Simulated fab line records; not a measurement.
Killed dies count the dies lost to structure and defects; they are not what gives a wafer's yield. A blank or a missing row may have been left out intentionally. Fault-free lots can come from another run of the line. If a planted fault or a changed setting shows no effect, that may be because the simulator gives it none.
Matching of chambers	flow nandHarc	NHARC_A_STAIRCASE_DESCUM_291 on rieDiel-11: 4 sister chambers
The step chemistry O2, time 3 s. 18 wafers are shown with their chamber, then 9 later ones without.

== WAFERS WITH THEIR CHAMBER ==
wafer	chamber	drypumpMotorCurrentA (A)	showerheadPlenumPTorr (Torr)	rfVppV (V)
L077.1	2	5.4	1.87	59.9
L077.2	0	5.8	1.91	57.8
L077.5	0	5.7	1.91	57.8
L081.2	1	5.8	1.87	57.5
L081.4	2	5.4	1.86	57.5
L081.5	1	5.8	1.87	57.7
L086.1	2	5.4	1.86	57.1
L086.2	0	5.7	1.90	57.6
L086.5	2	5.3	1.86	58.0
L087.1	0	5.7	1.90	56.1
L087.2	2	5.4	1.86	57.0
L087.6	1	5.8	1.87	56.4
L090.1	1	5.8	1.86	56.9
L090.2	0	5.7	1.89	58.1
L090.3	3	5.1	1.89	59.5
L092.1	1	5.8	1.86	57.9
L092.2	3	5.1	1.89	59.5
L092.4	0	5.7	1.89	56.7

SIGNATURES, as means of the wafers listed above
reading	chamber 0	chamber 1	chamber 2	chamber 3	scatter within a chamber
drypumpMotorCurrentA	5.717	5.800	5.380	5.100	0.0342
showerheadPlenumPTorr	1.9000	1.8660	1.8620	1.8900	0.00655
rfVppV	57.350	57.280	57.900	59.500	0.852
Rule: a wafer's distance from a chamber is the root of the sum, over the readings, of the square of ((its reading less the chamber's mean) divided by the reading's scatter). If the next closest chamber is less than 2 further off than the closest, the wafer can't be placed; otherwise it belongs to the closest. The scatter: take each reading less its chamber's mean, square it, sum over the shown wafers, divide by the number of wafers less the number of chambers, and take the root.

== WAFERS WHOSE CHAMBER IS MISSING ==
wafer	drypumpMotorCurrentA (A)	showerheadPlenumPTorr (Torr)	rfVppV (V)
L091.3	5.3	1.85	58.4
L091.5	5.4	1.85	57.3
L091.6	5.1	1.89	56.6
L093.4	5.1	1.89	56.8
L093.5	5.9	1.86	57.6
L093.6	5.4	1.85	56.0
L094.2	5.8	1.86	56.2
L094.5	5.3	1.85	57.6
L094.6	5.1	1.89	58.1

== CHAMBER TAKEN BY EACH ==
wafer	from the rows above	in truth
L091.3	2	2
L091.5	2	2
L091.6	3	3
L093.4	3	3
L093.5	1	1
L093.6	2	2
L094.2	1	1
L094.5	2	2
L094.6	3	3
Correctly placed: 9 of 9. Left unplaced by these rows: 0. Number placed wrongly: 0.
